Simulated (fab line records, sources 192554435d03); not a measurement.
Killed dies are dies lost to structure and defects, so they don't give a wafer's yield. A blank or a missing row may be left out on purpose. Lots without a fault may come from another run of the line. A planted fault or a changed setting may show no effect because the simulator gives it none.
Which tool did it? | flow n5_finfet | 6 lots, 18 wafers sampled, at 4 steps of a route of 1938

WHAT THE GAUGES READ, wafer by wafer
N5_MOL_CONTACT_COAG_INSPECT_42: inspects for defects (brightfield).
lot  | measured     | on                | raw_defect_count
L470 | day 5 18:31  | defect_inspect-01 | 204 227 266
L472 | day 6 07:52  | defect_inspect-01 | 324 213 328
L474 | day 6 14:52  | defect_inspect-02 | 146 161 107
L477 | day 7 14:14  | defect_inspect-01 | 224 306 254
L483 | day 8 21:37  | defect_inspect-02 | 158 166 263
L489 | day 10 17:21 | defect_inspect-01 | 151 210 165

WHICH TOOL RAN EACH LOT (tool, then ch and the chambers of the sampled wafers, then the start)
lot  | N5_MOL_CONTACT_COAG_PRE_CLEAN_142 | N5_MOL_CONTACT_COAG_ALD_123      | N5_MOL_CONTACT_COAG_COAT_62
L470 | pvd_sputter-03, day 5 13:06       | ald_sin-03 ch 1,3, day 5 16:14   | litho_track-04 ch 0, day 5 18:08
L472 | pvd_sputter-01, day 6 02:31       | ald_sin-04 ch 1,2,3, day 6 05:33 | litho_track-04 ch 0, day 6 07:30
L474 | pvd_sputter-02, day 6 09:27       | ald_sin-03 ch 0,2,3, day 6 12:25 | litho_track-03 ch 0, day 6 14:22
L477 | pvd_sputter-01, day 7 08:38       | ald_sin-03 ch 2,3, day 7 12:02   | litho_track-01 ch 0, day 7 13:52
L483 | pvd_sputter-02, day 8 14:46       | ald_sin-03 ch 0,2,3, day 8 19:26 | litho_track-03 ch 0, day 8 21:14
L489 | pvd_sputter-01, day 10 10:20      | ald_sin-01 ch 2,3, day 10 14:49  | litho_track-01 ch 0, day 10 16:58
- N5_MOL_CONTACT_COAG_PRE_CLEAN_142: time 60 s.
- N5_MOL_CONTACT_COAG_ALD_123: deposits SiNx, target thk 5 nm, pulse time 1 s, purge time 2 s.
- N5_MOL_CONTACT_COAG_COAT_62: time 60 s, resist thk 60 nm.

THE ANSWER, worked out from the rows above alone
Rule: what is usual is taken from the lots themselves. Put in order of their means at a reading, lots are off if they are a third of the lots or fewer, leave a main group of 4 or more, and stand apart from it by a gap of 3 or more times the standard deviation of the main group's means; of several such gaps the widest counts. A main group whose means are all the same, to the digits that the tables above print for the reading, isn't used. A lot without any number at a reading at which 4 lots or more have one is off too. The other lots that the step has rows for count as sound.
No lot is off at any reading shown: from this, nothing can be told.

WHAT THE SIMULATOR HAD PUT IN
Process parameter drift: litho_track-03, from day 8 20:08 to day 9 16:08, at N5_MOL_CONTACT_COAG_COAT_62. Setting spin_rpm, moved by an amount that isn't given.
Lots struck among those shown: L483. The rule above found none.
